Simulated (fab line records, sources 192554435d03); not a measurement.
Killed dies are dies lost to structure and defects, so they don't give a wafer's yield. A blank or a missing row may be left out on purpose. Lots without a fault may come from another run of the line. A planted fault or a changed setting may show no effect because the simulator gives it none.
fab line records | flow n5_finfet
record lots=7 wafers=39
route steps=1938 shown BEOL_M6@1239 BEOL_M7@1329 BEOL_M10@1533 BEOL_M13@1673
start_h: hours from the record's first day to the start of the lot's first wafer shown | wait_h: hours since the lot's step before | " the same as in the row above | L1.1+2: a row that stands for several wafers | - no value, or no start given | * or withheld: withheld | < > ~ a bound
route shown NAME@n: a module of which the file shows steps, and the number in the route of the first | usual: mean/standard deviation of fault-free wafers | same: alike in all rows | chamber/n: place in a boat | sites: the reading at each site | _std_site: their standard deviation | _edge_site: outer sites' mean less inner sites' | radius_mm: how far each site lies from the wafer's centre | mask NAME#n: copy n | behind: the tool/chamber that last shaped the wafer | hold: why the lot was held/for how many hours/how that ended | device: the transistor (n, p or np) that didn't switch | end of line: the same wafers' tests at the end of the route | a step without rows: its recipe alone | killed: dies lost to structure and defects at the first sort, not the wafer's yield | map: a wafer's dies, x killed, . not, _ none there
set.NAME: the setting as run; set.NAME@STEP: as run at that earlier step | model.NAME: the simulator's own value behind a step, which no gauge read
lots whose settings were changed on purpose; a table a step, a row a wafer
## steps
# step N5_BEOL_M6_TRENCH_ETCH_37
# recipe chemistry=C4F6/O2 target_depth_a=944.35 target=SiCOH_lowk time_s=31.5 ion_energy_ev=250 pressure_mtorr=30 source_w=345 bias_w=185 Ar_flow_sccm=300 C4F6_flow_sccm=10 O2_flow_sccm=10
# columns lot.wafer tool chamber start_h wait_h set.target_depth_a model.BEOL_M6.feature_depth_nm model.etch.depth_nm model.TiN_of_BEOL_M6_HM_DEP_02.thk_nm
L088.1 rie_diel-05 1 - - 944.35 92.2 92.14 17.6
L088.2 " 3 " " 944.35 91.8 91.78 17.6
L088.3 " 0 " " 459.6 45 45.02 19
L088.4 " 2 " " 944.35 94.2 94.28 17.6
L088.5 " 3 " " 459.6 44.8 44.75 19
L088.6 " 2 " " 459.6 45.8 45.89 19
L087.1 rie_diel-05 3 - - 1164 111.4 111.3 17.2
L087.2 " 2 " " 944.35 92.6 92.54 17.8
L087.3 " 0 " " 944.35 92 92.04 17.6
L087.4 " 1 " " 1164 113.6 113.6 17
L087.5 " 0 " " 944.35 91.6 91.67 17.6
L087.6 " 3 " " 1164 111.8 111.8 17.2
L092.1 rie_diel-04 0 - - 944.35 90.8 90.79 17.8
L092.2 " 3 " " 944.35 91.6 91.63 18
L092.3 " 2 " " 944.35 92 91.99 17.4
L092.4 " 3 " " 944.35 91.6 91.52 17.8
L092.5 " 2 " " 944.35 91.8 91.84 17.6
L092.6 " 0 " " 944.35 90.6 90.51 17.8
L093.1 rie_diel-04 3 - - 1395 137.4 137.4 16.6
L093.2 " 0 " " 1395 137.2 137.1 16.6
L093.3 " 2 " " 944.35 93.6 93.57 17.8
L093.4 " 2 " " 944.35 92.6 92.54 18
L093.5 " 3 " " 944.35 92.6 92.59 18
L093.6 " 0 " " 1395 136 136 16.8
L094.1 rie_diel-04 2 - - 944.35 94.4 94.46 17.4
L094.5 " 0 " " 944.35 92.8 92.74 17.4
L094.6 " 3 " " 944.35 94.4 94.43 17.6
L096.1 rie_diel-04 3 - - 944.35 93.4 93.35 17.2
L096.2 " 0 " " 944.35 92.6 92.53 17.4
L096.3 " 1 " " 1483 151.8 151.7 15.8
L096.4 " 2 " " 1483 146.6 146.7 15.8
L096.5 " 3 " " 944.35 93.8 93.77 17.4
L096.6 " 0 " " 1483 145.8 145.8 16
L097.1 rie_diel-02 1 - - 479.2 48 48.03 18.6
L097.2 " 0 " " 479.2 46.8 46.89 18.4
L097.3 " 3 " " 944.35 94.2 94.15 17.2
L097.4 " 3 " " 944.35 94.2 94.18 16.8
L097.5 " 1 " " 944.35 94.4 94.45 17.4
L097.6 " 0 " " 479.2 47.2 47.14 18.6
# step N5_BEOL_M6_ETCH_41
# recipe chemistry=CH3F/O2 target=SiCN target_depth_a=297 taper_deg=2 time_s=52 ion_energy_ev=120 mask_material=TiN pressure_mtorr=30 source_w=395 bias_w=75 Ar_flow_sccm=150 CH3F_flow_sccm=30 O2_flow_sccm=20
# step N5_BEOL_M6_STRIP_80
# recipe chemistry=N2/H2 time_s=10 power_w=450 temp_c=40 pressure_mtorr=20 rf_frequency_hz=6e+07 bias_power_w=7 n2_flow_sccm=200 h2_flow_sccm=200
# step N5_BEOL_M6_OCD_MEAS_38
# usual trench_depth_nm=93.3/1.2
# columns lot.wafer tool chamber start_h wait_h set.target_depth_a@BEOL_M6_TRENCH_ETCH_37 trench_depth_nm
L088.1 ocd-02 - 268.29 - 944.35 91.7
L088.2 " - " " 944.35 91.7
L088.3 " - " " 459.6 45.2
L088.4 " - " " 944.35 94.2
L088.5 " - " " 459.6 44.8
L088.6 " - " " 459.6 46.1
L087.1 ocd-02 - 270.44 - 1164 112.1
L087.2 " - " " 944.35 93.0
L087.3 " - " " 944.35 92.1
L087.4 " - " " 1164 113.6
L087.5 " - " " 944.35 90.9
L087.6 " - " " 1164 112.0
L092.1 ocd-02 - 298.80 - 944.35 91.1
L092.2 " - " " 944.35 91.6
L092.3 " - " " 944.35 92.4
L092.4 " - " " 944.35 91.3
L092.5 " - " " 944.35 91.3
L092.6 " - " " 944.35 90.0
L093.1 ocd-01 - 304.59 - 1395 137.3
L093.2 " - " " 1395 136.9
L093.3 " - " " 944.35 93.7
L093.4 " - " " 944.35 92.7
L093.5 " - " " 944.35 92.5
L093.6 " - " " 1395 136.9
L094.1 ocd-01 - 305.37 - 944.35 94.8
L094.5 " - " " 944.35 92.6
L094.6 " - " " 944.35 94.8
L096.1 ocd-02 - 313.89 - 944.35 94.0
L096.2 " - " " 944.35 92.1
L096.3 " - " " 1483 151.2
L096.4 " - " " 1483 146.2
L096.5 " - " " 944.35 93.7
L096.6 " - " " 1483 145.9
L097.1 ocd-02 - 330.19 - 479.2 48.1
L097.2 " - " " 479.2 46.9
L097.3 " - " " 944.35 94.2
L097.4 " - " " 944.35 94.6
L097.5 " - " " 944.35 94.5
L097.6 " - " " 479.2 46.9
# step N5_BEOL_M6_HM_STRIP_39
# recipe chemistry=peroxide_tin_strip material=TiN target_depth_a=250 temp_c=50 time_s=158
# step N5_BEOL_M6_SRD_40
# recipe time_s=30 temp_c=23 rinse_liquid=diw dry=ipa_marangoni
# step N5_BEOL_M6_ECD_50
# recipe material=Cu target_thk_a=3000
# step N5_BEOL_M6_ANNEAL_51
# recipe temp_c=225 time_s=90 ambient=N2
# step N5_BEOL_M6_CMP_52
# recipe stop_on=SiCOH_lowk t_overpolish_s=6.9 down_force_psi=1 platen_rpm=50 clearing_platen_down_force_psi=1.5 clearing_platen_rpm=50 post_cmp_clean=cu_alkaline target_thk_nm=80 clearing_platen_pad_velocity_m_s=0.99484 pad_velocity_m_s=0.99484
# columns lot.wafer tool chamber start_h wait_h set.target_depth_a@BEOL_M6_TRENCH_ETCH_37 model.Cu_of_BEOL_M6_ECD_50.thk_nm
L088.2+1 cmp-02 2,0 271.64 0.2 944.35 76.8
L088.3 " 3 " " 459.6 30.4
L088.4 " 1 " " 944.35 79.8
L088.5 " 2 " " 459.6 29.2
L088.6 " 3 " " 459.6 31
L087.4 cmp-02 1 273.53 0.2 1164 98.4
L087.2 " 2 " " 944.35 78
L087.1 " 3 " " 1164 96.6
L087.3 " 0 " " 944.35 77.2
L087.6 " 1 " " 1164 97.2
L087.5 " 2 " " 944.35 77.6
L092.1 cmp-03 0 301.25 0.3 944.35 77.4
L092.2 " 1 " " 944.35 75.8
L092.3 " 2 " " 944.35 78.2
L092.4 " 3 " " 944.35 75.6
L092.6 " 0 " " 944.35 77
L092.5 " 1 " " 944.35 76.8
L093.4 cmp-01 2 307.75 0.1 944.35 77.4
L093.3 " 3 " " 944.35 80.2
L093.1 " 0 " " 1395 122.6
L093.2 " 1 " " 1395 123.4
L093.6 " 2 " " 1395 121.4
L093.5 " 3 " " 944.35 78.4
L094.1 cmp-01 2 308.85 0.4 944.35 80.6
L094.5 " 3 " " 944.35 80.4
L094.6 " 0 " " 944.35 81
L096.2 cmp-02 3 316.20 0.2 944.35 77.2
L096.1 " 0 " " 944.35 78.2
L096.3 " 1 " " 1483 137
L096.4 " 2 " " 1483 132.6
L096.6 " 3 " " 1483 129
L096.5 " 0 " " 944.35 78.8
L097.4 cmp-01 3 332.23 0.3 944.35 80.4
L097.3 " 0 " " 944.35 79
L097.2 " 1 " " 479.2 33.6
L097.1 " 2 " " 479.2 34
L097.5 " 3 " " 944.35 81.4
L097.6 " 0 " " 479.2 31
# step N5_BEOL_M6_THK_MEAS_53
# recipe thk_meas_gauge=xrf reads=Cu_of_BEOL_M6_ECD_50
# usual M6_THK=78.0/1.7
# columns lot.wafer tool chamber start_h wait_h set.target_depth_a@BEOL_M6_TRENCH_ETCH_37 M6_THK[nm]
L088.1 film_metro-02 - 271.95 0.2 944.35 76.5
L088.2 " - " " 944.35 76.2
L088.3 " - " " 459.6 30.2
L088.4 " - " " 944.35 79.8
L088.5 " - " " 459.6 29.2
L088.6 " - " " 459.6 30.9
L087.1 film_metro-01 - 273.84 0.2 1164 95.6
L087.2 " - " " 944.35 77.2
L087.3 " - " " 944.35 76.5
L087.4 " - " " 1164 97.7
L087.5 " - " " 944.35 76.9
L087.6 " - " " 1164 95.8
L092.1 film_metro-02 - 301.55 - 944.35 76.7
L092.2 " - " " 944.35 75.2
L092.3 " - " " 944.35 77.4
L092.4 " - " " 944.35 74.4
L092.5 " - " " 944.35 75.9
L092.6 " - " " 944.35 76.4
L093.1 film_metro-01 - 308.05 - 1395 121.5
L093.2 " - " " 1395 122.1
L093.3 " - " " 944.35 79.7
L093.4 " - " " 944.35 77.1
L093.5 " - " " 944.35 77.9
L093.6 " - " " 1395 120.7
L094.1 film_metro-02 - 309.03 - 944.35 78.5
L094.5 " - " " 944.35 77.9
L094.6 " - " " 944.35 79.2
L096.1 film_metro-02 - 316.50 - 944.35 77.1
L096.2 " - " " 944.35 76.1
L096.3 " - " " 1483 134.8
L096.4 " - " " 1483 130.9
L096.5 " - " " 944.35 77.5
L096.6 " - " " 1483 126.3
L097.1 film_metro-02 - 332.52 - 479.2 33.3
L097.2 " - " " 479.2 32.8
L097.3 " - " " 944.35 76.7
L097.4 " - " " 944.35 78.6
L097.5 " - " " 944.35 79.8
L097.6 " - " " 479.2 30.3
# step N5_BEOL_M6_PRE_CLEAN_55
# recipe gas=NH3 time_s=15 temp_c=withheld rf_power_w=300
# step N5_BEOL_M6_DEP_56
# recipe material=SiCN target_thk_a=100 temp_c=withheld precursor=3MS/NH3 pressure_torr=3 rf_w=202 time_s=17.5
# step N5_BEOL_M6_RS_MEAS_57
# recipe thk_meas_gauge=four-point-probe reads=Cu_of_BEOL_M6_ECD_50+Co_of_BEOL_M6_CVD_78+TaN_of_BEOL_M6_ALD_77
# usual M6_RS=0.291/0.0074
# columns lot.wafer tool chamber start_h wait_h set.target_depth_a@BEOL_M6_TRENCH_ETCH_37 M6_RS[ohm/sq]
L088.1 film_metro-02 - 272.08 0.1 944.35 0.299
L088.2 " - " " 944.35 0.300
L088.3 " - " " 459.6 0.967
L088.4 " - " " 944.35 0.287
L088.5 " - " " 459.6 1.020
L088.6 " - " " 459.6 0.940
L087.1 film_metro-02 - 273.97 0.1 1164 0.230
L087.2 " - " " 944.35 0.295
L087.3 " - " " 944.35 0.299
L087.4 " - " " 1164 0.225
L087.5 " - " " 944.35 0.296
L087.6 " - " " 1164 0.228
L092.1 film_metro-02 - 301.68 0.1 944.35 0.297
L092.2 " - " " 944.35 0.305
L092.3 " - " " 944.35 0.294
L092.4 " - " " 944.35 0.306
L092.5 " - " " 944.35 0.300
L092.6 " - " " 944.35 0.299
L093.1 film_metro-01 - 308.19 0.1 1395 0.176
L093.2 " - " " 1395 0.174
L093.3 " - " " 944.35 0.286
L093.4 " - " " 944.35 0.298
L093.5 " - " " 944.35 0.294
L093.6 " - " " 1395 0.178
L094.1 film_metro-02 - 309.16 0.1 944.35 0.283
L094.5 " - " " 944.35 0.285
L094.6 " - " " 944.35 0.282
L096.1 film_metro-02 - 316.63 0.1 944.35 0.293
L096.2 " - " " 944.35 0.298
L096.3 " - " " 1483 0.155
L096.4 " - " " 1483 0.161
L096.5 " - " " 944.35 0.291
L096.6 " - " " 1483 0.166
L097.1 film_metro-01 - 332.65 0.1 479.2 0.829
L097.2 " - " " 479.2 0.848
L097.3 " - " " 944.35 0.291
L097.4 " - " " 944.35 0.285
L097.5 " - " " 944.35 0.281
L097.6 " - " " 479.2 0.941
# step N5_BEOL_M7_DEP_56
# recipe material=SiCN target_thk_a=100 temp_c=withheld precursor=3MS/NH3 pressure_torr=3 rf_w=202 time_s=17.5
# columns lot.wafer tool chamber start_h wait_h set.target_thk_a model.SiCN_of_BEOL_M7_DEP_56.thk_nm
L088.1 pecvd-04 0 279.57 0.0 100 9.6
L088.2+6 " 2,0 " " 100 9.8
L088.3 " 1 " " 144.1 14.2
L088.4+5 " 2,1 " " 144.1 14.6
L087.1+5 pecvd-01 1 282.57 0.0 100 10
L087.2 " 0 " " 100 10.2
L087.3+6 " 2,0 " " 100 10.4
L087.4 " 2 " " 100 10.6
L092.1 pecvd-03 0 308.19 0.0 70.83 7
L092.2 " 1 " " 100 9.8
L092.3+5 " 2 " " 70.83 6.8
L092.4+6 " 0,1 " " 100 10
L093.1 pecvd-03 1 315.66 0.0 116.2 11.6
L093.2 " 0 " " 100 9.8
L093.3 " 2 " " 116.2 11.4
L093.4 " 1 " " 116.2 11.8
L093.5 " 2 " " 100 10
L093.6 " 0 " " 100 10.2
L094.1+6 pecvd-01 2,0 317.12 0.0 100 10
L094.5 " 2 " " 100 10.2
L096.1 pecvd-04 0 324.97 0.0 100 9.8
L096.2+3 " 1,2 " " 100 10
L096.4+5+6 " 1,0,2 " " 100 10.2
L097.1 pecvd-03 2 341.53 0.0 115.1 11.4
L097.2+6 " 0 " " 100 10.2
L097.3+4 " 1 " " 115.1 11.6
L097.5 " 2 " " 100 9.8
# step N5_BEOL_M10_DEP_56
# recipe material=SiCN target_thk_a=150 temp_c=withheld precursor=3MS/NH3 pressure_torr=3 rf_w=202 time_s=26.5
# columns lot.wafer tool chamber start_h wait_h set.time_s model.SiCN_of_BEOL_M10_DEP_56.thk_nm
L088.1 pecvd-02 1 304.59 0.0 26.5 14.8
L088.2 " 2 " " 41.47 23
L088.3 " 0 " " 41.47 23.2
L088.4 " 0 " " 26.5 15.2
L088.5 " 1 " " 26.5 15
L088.6 " 2 " " 41.47 23.6
L087.1+3 pecvd-02 2,1 306.52 0.0 26.5 14.8
L087.2+4+5 " 0,1,0 " " 26.5 15
L087.6 " 2 " " 26.5 15.2
L092.1+3+6 pecvd-04 0,2,0 332.09 0.0 26.5 15
L092.2+4+5 " 1,2,1 " " 26.5 15.2
L094.1+6 pecvd-02 0 340.46 0.0 26.5 15
L094.5 " 2 " " 26.5 15.2
L093.1 pecvd-01 0 340.58 0.0 26.5 15.2
L093.2 " 1 " " 12.35 6.6
L093.3 " 2 " " 12.35 7
L093.4+5 " 1,2 " " 26.5 15
L093.6 " 0 " " 12.35 7.4
L096.1+2 pecvd-04 2,0 349.13 0.0 26.5 15
L096.3+6 " 1,2 " " 26.5 15.2
L096.4 " 0 " " 26.5 15.4
L096.5 " 1 " " 26.5 15.6
L097.1 pecvd-04 1 373.91 0.0 37.31 21
L097.2+3 " 2,0 " " 26.5 14.8
L097.4+6 " 2,1 " " 37.31 21.2
L097.5 " 0 " " 26.5 15
# step N5_BEOL_M13_ETCH_59
# recipe chemistry=N2/H2 target=BARC target_depth_a=890 overetch_a=267 time_s=67.9 ion_energy_ev=200 pressure_mtorr=30 source_w=840 bias_w=150 n2_flow_sccm=200 h2_flow_sccm=200
# columns lot.wafer tool chamber start_h wait_h set.time_s model.coat_of_BEOL_M13_COAT_04.thk_nm model.etch.depth_nm
L088.1 rie_diel-01 2 317.22 0.0 67.9 313.6 89.22
L088.2 " 1 " " 67.9 315.8 89.35
L088.3 " 0 " " 67.9 319.4 89.02
L088.4 " 3 " " 53.16 331.8 89.33
L088.5 " 1 " " 53.16 329.6 89.43
L088.6 " 2 " " 53.16 329 89.19
L087.1 rie_diel-01 3 321.25 0.0 67.9 319.8 88.75
L087.2 " 0 " " 67.9 319.2 88.65
L087.3 " 1 " " 67.9 316.2 88.83
L087.4 " 2 " " 67.9 312.8 88.62
L087.5 " 2 " " 67.9 313 88.82
L087.6 " 1 " " 67.9 315.8 88.71
L092.1 rie_diel-03 0 355.15 0.0 44.59 342.6 75.34
L092.2 " 2 " " 67.9 320.2 88.97
L092.3 " 3 " " 67.9 319 89.1
L092.4 " 1 " " 67.9 321.2 89.15
L092.5 " 2 " " 44.59 341.6 74.75
L092.6 " 1 " " 44.59 342.2 73.9
L093.1 rie_diel-06 3 360.58 0.0 67.9 318.6 89.07
L093.2 " 1 " " 67.9 317 88.83
L093.3 " 2 " " 67.9 317.6 89.24
L093.4 " 0 " " 31.89 351.6 53.82
L093.5 " 3 " " 31.89 353 54.61
L093.6 " 0 " " 31.89 351.8 54.33
L094.1 rie_diel-01 2 360.91 0.0 67.9 316.6 89.33
L094.5 " 1 " " 67.9 317.8 89.24
L094.6 " 2 " " 67.9 316.8 89.27
L096.1 rie_diel-03 3 364.71 0.0 67.9 316.8 88.71
L096.2 " 1 " " 67.9 322 89.05
L096.3 " 0 " " 55.85 330.6 88.88
L096.4 " 2 " " 55.85 330 88.98
L096.5 " 0 " " 55.85 330 88.71
L096.6 " 3 " " 67.9 316.2 88.74
L097.1 rie_diel-03 2 387.71 0.0 67.9 319.6 88.77
L097.2 " 0 " " 44.22 340.8 76.04
L097.3 " 1 " " 44.22 342.8 73.08
L097.4 " 3 " " 67.9 316 88.88
L097.5 " 0 " " 67.9 319.4 89.14
L097.6 " 3 " " 44.22 338.8 79.16
# step N5_BEOL_M13_VIA_ETCH_16
# recipe chemistry=C4F8/O2/Ar target=SiOC pressure_mtorr=30 source_w=3000 bias_w=700 Ar_flow_sccm=400 C4F8_flow_sccm=15 O2_flow_sccm=8 he_inner_torr=15 he_outer_torr=30 target_depth_a=9217 time_s=withheld ion_energy_ev=250 ends=cleared
# columns lot.wafer tool chamber start_h wait_h set.time_s@BEOL_M13_ETCH_59 model.coat_of_BEOL_M13_COAT_04.thk_nm
L088.1 rie_diel-01 2 317.27 0.0 * 66.6
L088.2 " 1 " " * 66.2
L088.3 " 0 " " * 67
L088.4 " 3 " " * 80.4
L088.5 " 1 " " * 80.2
L088.6 " 2 " " * 76.6
L087.1 rie_diel-01 3 321.30 0.0 * 73.8
L087.2 " 0 " " * 72.4
L087.3 " 1 " " * 64.6
L087.4 " 2 " " * 60.8
L087.5 " 2 " " * 63
L087.6 " 1 " " * 68
L092.1 rie_diel-03 0 355.20 0.0 * 88.6
L092.2 " 2 " " * 73.2
L092.3 " 3 " " * 67.2
L092.4 " 1 " " * 69.6
L092.5 " 2 " " * 88
L092.6 " 1 " " * 90.8
L093.1 rie_diel-06 3 360.63 0.0 * 72.2
L093.2 " 1 " " * 69
L093.3 " 2 " " * 72.6
L093.4 " 0 " " * 100.4
L093.5 " 3 " " * 104.8
L093.6 " 0 " " * 99.4
L094.1 rie_diel-01 2 360.96 0.0 * 68.8
L094.5 " 1 " " * 62.2
L094.6 " 2 " " * 66.2
L096.1 rie_diel-03 3 364.76 0.0 * 71
L096.2 " 1 " " * 78
L096.3 " 0 " " * 82.2
L096.4 " 2 " " * 81.2
L096.5 " 0 " " * 80
L096.6 " 3 " " * 67.2
L097.1 rie_diel-03 2 387.76 0.0 * 79.6
L097.2 " 0 " " * 98
L097.3 " 1 " " * 99.4
L097.4 " 3 " " * 69.2
L097.5 " 0 " " * 68
L097.6 " 3 " " * 92.8
# step N5_BEOL_M13_STRIP_63
# recipe chemistry=N2/H2 power_w=1000 temp_c=250 h2_frac=0.65 overash_fraction=0.3 pressure_mtorr=1000 n2_flow_sccm=1750 h2_flow_sccm=3250
# usual strip_time_to_endpoint_s=27.7/1.1
# columns lot.wafer tool chamber start_h wait_h set.time_s@BEOL_M13_ETCH_59 strip_time_to_endpoint_s
L088.1 plasma_asher-01 1 317.51 - 67.9 26.6
L088.2 " 0 " " 67.9 26.6
L088.3 " 1 " " 67.9 26.8
L088.4 " 0 " " 53.16 30.7
L088.5 " 1 " " 53.16 30.6
L088.6 " 0 " " 53.16 29.6
L087.1 plasma_asher-02 0 321.54 - 67.9 28.8
L087.2 " 1 " " 67.9 28.4
L087.3 " 1 " " 67.9 26.0
L087.4 " 0 " " 67.9 24.9
L087.5 " 0 " " 67.9 25.6
L087.6 " 1 " " 67.9 27.1
L092.1 plasma_asher-02 0 355.44 - 44.59 33.0
L092.2 " 1 " " 67.9 28.6
L092.3 " 0 " " 67.9 26.8
L092.4 " 1 " " 67.9 27.5
L092.5 " 1 " " 44.59 32.9
L092.6 " 0 " " 44.59 33.7
L093.1 plasma_asher-01 1 360.87 - 67.9 28.3
L093.2 " 0 " " 67.9 27.4
L093.3 " 1 " " 67.9 28.4
L093.4 " 0 " " 31.89 36.3
L093.5 " 0 " " 31.89 37.6
L093.6 " 1 " " 31.89 36.0
L094.1 plasma_asher-02 0 361.21 - 67.9 27.3
L094.5 " 0 " " 67.9 25.3
L094.6 " 1 " " 67.9 26.6
L096.1 plasma_asher-01 1 365.00 - 67.9 28.0
L096.2 " 0 " " 67.9 30.0
L096.3 " 0 " " 55.85 31.2
L096.4 " 1 " " 55.85 30.9
L096.5 " 0 " " 55.85 30.6
L096.6 " 1 " " 67.9 26.9
L097.1 plasma_asher-01 1 388.00 - 67.9 30.5
L097.2 " 0 " " 44.22 35.6
L097.3 " 1 " " 44.22 36.0
L097.4 " 0 " " 67.9 27.4
L097.5 " 0 " " 67.9 27.1
L097.6 " 1 " " 44.22 34.2
## key
split step=N5_BEOL_M6_TRENCH_ETCH_37 setting=target_depth_a stated=944.35 by=wafer
response step=N5_BEOL_M6_TRENCH_ETCH_37 reading=model.BEOL_M6.feature_depth_nm change=+0.938 per=1% r=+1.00
response step=N5_BEOL_M6_TRENCH_ETCH_37 reading=model.etch.depth_nm change=+0.938 per=1% r=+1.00
response step=N5_BEOL_M6_TRENCH_ETCH_37 reading=model.TiN_of_BEOL_M6_HM_DEP_02.thk_nm change=-0.0267 per=1% r=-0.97
response step=N5_BEOL_M6_OCD_MEAS_38 reading=trench_depth_nm change=+0.937 per=1% r=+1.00
response step=N5_BEOL_M6_CMP_52 reading=model.Cu_of_BEOL_M6_ECD_50.thk_nm change=+0.939 per=1% r=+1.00
response step=N5_BEOL_M6_THK_MEAS_53 reading=M6_THK change=+0.925 per=1% r=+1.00
response step=N5_BEOL_M6_RS_MEAS_57 reading=M6_RS shape=bent at_lowest=0.976 at_stated=0.293 at_highest=0.161
split step=N5_BEOL_M7_DEP_56 setting=target_thk_a stated=100 by=wafer
response step=N5_BEOL_M7_DEP_56 reading=model.SiCN_of_BEOL_M7_DEP_56.thk_nm change=+0.105 per=1% r=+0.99
split step=N5_BEOL_M10_DEP_56 setting=time_s stated=26.5 by=wafer
response step=N5_BEOL_M10_DEP_56 reading=model.SiCN_of_BEOL_M10_DEP_56.thk_nm change=+0.15 per=1% r=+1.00
split step=N5_BEOL_M13_ETCH_59 setting=time_s stated=67.9 by=wafer
response step=N5_BEOL_M13_ETCH_59 reading=model.coat_of_BEOL_M13_COAT_04.thk_nm change=-0.646 per=1% r=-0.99
response step=N5_BEOL_M13_ETCH_59 reading=model.etch.depth_nm change=+0.465 per=1% r=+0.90
response step=N5_BEOL_M13_VIA_ETCH_16 reading=model.coat_of_BEOL_M13_COAT_04.thk_nm change=-0.592 per=1% r=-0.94
response step=N5_BEOL_M13_STRIP_63 reading=strip_time_to_endpoint_s change=* per=1% r=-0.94
